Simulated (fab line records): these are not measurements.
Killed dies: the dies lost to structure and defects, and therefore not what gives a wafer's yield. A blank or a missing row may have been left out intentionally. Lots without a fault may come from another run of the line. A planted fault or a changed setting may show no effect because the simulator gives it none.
fab line records	flow n5-finfet	part 2 of 2: steps 23 to 37 of 37
record lots=5	wafers=15	last-day=18
route steps=1938 shown WELL_APT@53 PMOS_HMC_CHANNEL_EPI@57 FIN_SAQP@90
lots untouched by any fault: they come from a run of this same line in which no faults occurred
start-h: hours from the record's opening day to when the first of the lot's shown wafers began	wait-h: hours from the lot's prior step to this one	" the same as in the row above	L1.1+2: a single row standing in for several wafers	- either no value or no given start	* or withheld: withheld	< > ~ a bound
route shown NAME@n: names a module that has steps shown in the file, with the first one's number in the route	usual: mean/standard deviation taken from wafers without a fault	same: alike in all rows	chamber/n: place in a boat	sites: the reading at each site	_std_site: standard deviation of those values	_edge_site: outer sites' mean less inner sites'	radius-mm: how far each site lies from the wafer's centre	mask NAME#n: copy n	behind: the tool/chamber that last shaped the wafer	hold: why the lot went on hold/how many hours it stayed there/how the hold came to an end	device: names the non-switching transistor (n, p or np)	end of line: the same wafers' tests at the end of the route	a step given without rows: its recipe and nothing more	killed: not the wafer's yield, but the dies lost to structure and defects at the first sort	map: the dies of a wafer, with x for killed, . for not killed, _ for no die there
set.NAME: the run value of the setting; set.NAME@STEP: its run value at that earlier step	model.NAME: the simulator's own value behind a step, which no gauge read
a table for each step, a row for each wafer; lots at some steps of the route
services: when a tool's chamber went out of use (start-h, in hours from the record's first day, below 0 if earlier), for how many hours, and the reason
## steps
# step N5_PMOS_HMC_CHANNEL_EPI_PRECLEAN_36
# recipe chemistry=O3/DIW	time-s=45	temp-c=22	o3-ppm=10
lot.wafer	tool	chamber	start-h	wait-h
L079.1+2+3	wet-bench-06	6,7,0	47.97	0.1
L084.1+2+3	wet-bench-06	4,6,3	77.70	0.1
L091.1+4+6	wet-bench-01	3,6,5	120.11	0.1
L096.1+4+5	wet-bench-04	5,1,7	151.22	0.1
L097.1+3+5	wet-bench-01	1,7,5	158.71	0.1
# step N5_PMOS_HMC_CHANNEL_EPI_PRECLEAN_18
# recipe chemistry=DHF	time-s=30	temp-c=25	dilution=withheld
lot.wafer	tool	chamber	start-h	wait-h
L079.1+2+3	wet-bench-06	6,7,0	47.98	0.0
L084.1+2+3	wet-bench-06	4,6,3	77.72	0.0
L091.1+4+6	wet-bench-01	3,6,5	120.12	0.0
L096.1+4+5	wet-bench-04	5,1,7	151.24	0.0
L097.1+3+5	wet-bench-01	1,7,5	158.72	0.0
# step N5_PMOS_HMC_CHANNEL_EPI_SRD_19
# recipe dry=ipa-marangoni	do-ppb=5	time-s=30	temp-c=23	rinse-liquid=diw
lot.wafer	tool	chamber	start-h	wait-h
L079.1+2+3	wet-bench-06	6,7,0	47.99	0.0
L084.1+2+3	wet-bench-06	4,6,3	77.73	0.0
L091.1+4+6	wet-bench-01	3,6,5	120.13	0.0
L096.1+4+5	wet-bench-04	5,1,7	151.25	0.0
L097.1+3+5	wet-bench-01	1,7,5	158.73	0.0
# step N5_PMOS_HMC_CHANNEL_EPI_EPI_20
# recipe material=SiGe30	mask-material=SiO2	pressure-torr=20	target-thk-a=590	temp-c=600
lot.wafer	tool	chamber	start-h	wait-h
L079.1+2+3	epi-rpcvd-01	0	48.04	0.0
L084.1+2+3	epi-rpcvd-04	0	77.78	0.0
L091.1+4+6	epi-rpcvd-04	0	120.18	0.0
L096.1+4+5	epi-rpcvd-03	0	151.30	0.0
L097.1+3+5	epi-rpcvd-01	0	158.78	0.0
# step N5_PMOS_HMC_CHANNEL_EPI_HM_STRIP_35
# recipe chemistry=dHF	temp-c=25	material=SiO2	target=SiO2	target-depth-a=396	time-s=216
lot.wafer	tool	chamber	start-h	wait-h
L079.1+2+3	wet-bench-01	7,1,6	49.27	1.0
L084.1+2+3	wet-bench-06	1,3,5	79.01	1.0
L091.1+4+6	wet-bench-04	5,6,7	121.41	1.0
L096.1+4+5	wet-bench-01	4,7,6	152.53	1.0
L097.1+3+5	wet-bench-04	4,0,5	160.42	1.4
# step N5_PMOS_HMC_CHANNEL_EPI_SRD_39
# recipe dry=ipa-marangoni	time-s=30	temp-c=23	rinse-liquid=diw
lot.wafer	tool	chamber	start-h	wait-h
L079.1+2+3	wet-bench-01	7,1,6	49.33	0.0
L084.1+2+3	wet-bench-06	1,3,5	79.07	0.0
L091.1+4+6	wet-bench-04	5,6,7	121.48	0.0
L096.1+4+5	wet-bench-01	4,7,6	152.59	0.0
L097.1+3+5	wet-bench-04	4,0,5	160.48	0.0
# step N5_PMOS_HMC_CHANNEL_EPI_CMP_21
# recipe material=SiGe30	post-cmp-clean=alkaline-brush	target-thk-nm=54
# usual motor-current-A=11.9/0.89	pad-life-wafers=1070/640
lot.wafer	tool	chamber	start-h	wait-h	motor-current-A	pad-life-wafers
L079.3	cmp-03	0	49.37	0.0	12.9	1368
L079.2	"	1	"	"	11.7	1369
L079.1	"	3	"	"	12.3	1371
L084.3	cmp-02	2	79.15	0.1	11.6	601
L084.2	"	3	"	"	11.6	602
L084.1	"	0	"	"	12.1	603
L091.4	cmp-02	2	121.60	0.1	11.1	818
L091.1	"	3	"	"	11.6	819
L091.6	"	0	"	"	12.2	-
L096.1	cmp-03	1	152.72	0.1	11.3	247
L096.4	"	3	"	"	12.2	249
L096.5	"	0	"	"	12.6	-
L097.1	cmp-03	1	160.59	0.1	12.4	278
L097.3	"	2	"	"	11.9	279
L097.5	"	3	"	"	12.4	-
# step N5_PMOS_HMC_CHANNEL_EPI_THK_MEAS_22
# recipe reads=SiGe30_of_PMOS_HMC_CHANNEL_EPI_EPI_20
# usual HMC_CMP_THK=54.2/1.5
lot.wafer	tool	chamber	start-h	wait-h	HMC_CMP_THK[nm]
L079.1	film-metro-02	-	49.67	-	54.4
L079.2	"	-	"	"	55.7
L079.3	"	-	"	"	51.8
L084.1	film-metro-01	-	79.41	-	53.5
L084.2	"	-	"	"	52.8
L084.3	"	-	"	"	52.7
L091.1	film-metro-02	-	121.82	-	54.4
L091.4	"	-	"	"	56.2
L091.6	"	-	"	"	54.8
L096.1	film-metro-02	-	152.98	-	55.3
L096.4	"	-	"	"	54.2
L096.5	"	-	"	"	55.2
L097.1	film-metro-02	-	160.81	-	53.1
L097.3	"	-	"	"	53.2
L097.5	"	-	"	"	52.9
# step N5_PMOS_HMC_CHANNEL_EPI_PRECLEAN_40
# recipe chemistry=DHF	time-s=30	temp-c=25	dilution=withheld
lot.wafer	tool	chamber	start-h	wait-h
L079.1+2+3	wet-bench-06	4,3,1	49.69	0.0
L084.1+2+3	wet-bench-01	1,2,0	79.43	0.0
L091.1+4+6	wet-bench-04	5,3,4	121.85	0.0
L096.1+4+5	wet-bench-06	1,3,6	153.01	0.0
L097.1+3+5	wet-bench-04	2,0,1	160.84	0.0
# step N5_PMOS_HMC_CHANNEL_EPI_PRECLEAN_37
# recipe chemistry=O3/DIW	time-s=45	temp-c=22	o3-ppm=10
lot.wafer	tool	chamber	start-h	wait-h
L079.1+2+3	wet-bench-06	4,3,1	49.71	0.0
L084.1+2+3	wet-bench-01	1,2,0	79.44	0.0
L091.1+4+6	wet-bench-04	5,3,4	121.86	0.0
L096.1+4+5	wet-bench-06	1,3,6	153.02	0.0
L097.1+3+5	wet-bench-04	2,0,1	160.85	0.0
# step N5_PMOS_HMC_CHANNEL_EPI_PRECLEAN_24
# recipe chemistry=DHF	time-s=30	temp-c=25	dilution=withheld
lot.wafer	tool	chamber	start-h	wait-h
L079.1+2+3	wet-bench-06	4,3,1	49.72	0.0
L084.1+2+3	wet-bench-01	1,2,0	79.46	0.0
L091.1+4+6	wet-bench-04	5,3,4	121.87	0.0
L096.1+4+5	wet-bench-06	1,3,6	153.03	0.0
L097.1+3+5	wet-bench-04	2,0,1	160.87	0.0
# step N5_PMOS_HMC_CHANNEL_EPI_SRD_25
# recipe dry=ipa-marangoni	do-ppb=5	time-s=30	temp-c=23	rinse-liquid=diw
lot.wafer	tool	chamber	start-h	wait-h
L079.1+2+3	wet-bench-06	4,3,1	49.73	0.0
L084.1+2+3	wet-bench-01	1,2,0	79.47	0.0
L091.1+4+6	wet-bench-04	5,3,4	121.88	0.0
L096.1+4+5	wet-bench-06	1,3,6	153.04	0.0
L097.1+3+5	wet-bench-04	2,0,1	160.87	0.0
# step N5_PMOS_HMC_CHANNEL_EPI_EPI_26
# recipe material=Si	target-thk-a=38	temp-c=650	precursor=SiH4/H2	pressure-torr=20	time-s=22.7
# usual throttle-valve-pct=11.07/0.19
lot.wafer	tool	chamber	start-h	wait-h	throttle-valve-pct
L079.1	epi-rpcvd-01	0	49.78	0.0	11.17
L079.2	"	0	"	"	10.93
L079.3	"	0	"	"	11.14
L084.1	epi-rpcvd-01	0	79.52	0.0	11.19
L084.2	"	0	"	"	10.77
L084.3	"	0	"	"	11.45
L091.1	epi-rpcvd-03	0	121.93	0.0	11.00
L091.4	"	0	"	"	11.08
L091.6	"	0	"	"	10.97
L096.1	epi-rpcvd-01	0	153.09	0.0	10.99
L096.4	"	0	"	"	10.98
L096.5	"	0	"	"	10.94
L097.1	epi-rpcvd-03	0	160.92	0.0	10.73
L097.3	"	0	"	"	10.89
L097.5	"	0	"	"	10.98
# step N5_PMOS_HMC_CHANNEL_EPI_INSPECT_30
# recipe inspect-instrument=darkfield	mode=post-epi
# usual raw-defect-count=19/6.8
lot.wafer	tool	chamber	start-h	wait-h	raw-defect-count
L079.1	defect-inspect-02	-	50.15	0.0	14
L079.2	"	-	"	"	18
L079.3	"	-	"	"	11
L084.1	defect-inspect-01	-	79.89	0.0	16
L084.2	"	-	"	"	21
L084.3	"	-	"	"	20
L091.1	defect-inspect-02	-	122.40	0.0	16
L091.4	"	-	"	"	14
L091.6	"	-	"	"	18
L096.1	defect-inspect-01	-	153.46	0.0	15
L096.4	"	-	"	"	14
L096.5	"	-	"	"	26
L097.1	defect-inspect-02	-	161.29	0.0	16
L097.3	"	-	"	"	16
L097.5	"	-	"	"	23
# step N5_FIN_SAQP_PRECLEAN_42
# recipe chemistry=O3/DIW	time-s=60	temp-c=22	o3-ppm=10
lot.wafer	tool	chamber	start-h	wait-h
L079.1+2+3	wet-bench-02	0,7,2	50.18	0.0
L084.1+2+3	wet-bench-03	2,3,7	79.91	0.0
L091.1+4+6	wet-bench-02	2,4,5	122.42	0.0
L096.1+4+5	wet-bench-05	2,3,1	153.49	0.0
L097.1+3+5	wet-bench-03	0,7,5	161.32	0.0
## services
tool	chamber	start-h	hours	kind
arfi-scanner-03	-	24.68	7.8	repair
epi-rpcvd-01	-	29.24	1.9	repair
cmp-02	-	30.26	6.6	pm
arfi-scanner-03	-	38.65	1.0	repair
cmp-02	-	43.05	2.9	repair
arfi-scanner-01	-	48.91	1.3	pm
cmp-02	-	50.55	4.1	repair
rie-si-05	-	53.48	0.2	repair
arfi-scanner-01	-	55.17	0.5	repair
cmp-03	-	58.84	0.6	repair
rie-si-05	2	59.38	10.6	repair
cmp-03	-	59.51	1.1	repair
arfi-scanner-01	-	61.06	0.6	repair
arfi-scanner-03	-	70.48	1.3	pm
rie-si-05	0	71.49	5.6	repair
arfi-scanner-01	-	86.34	0.8	pm
arfi-scanner-03	-	87.23	1.0	pm
rie-si-05	0	99.49	5.9	repair
epi-rpcvd-01	-	100.06	27.2	pm
cmp-03	-	120.50	4.0	pm
epi-rpcvd-01	-	137.33	14.6	pm
cmp-03	-	140.21	1.1	repair
rie-si-02	-	140.59	2.8	pm
cmp-03	-	156.23	4.1	pm
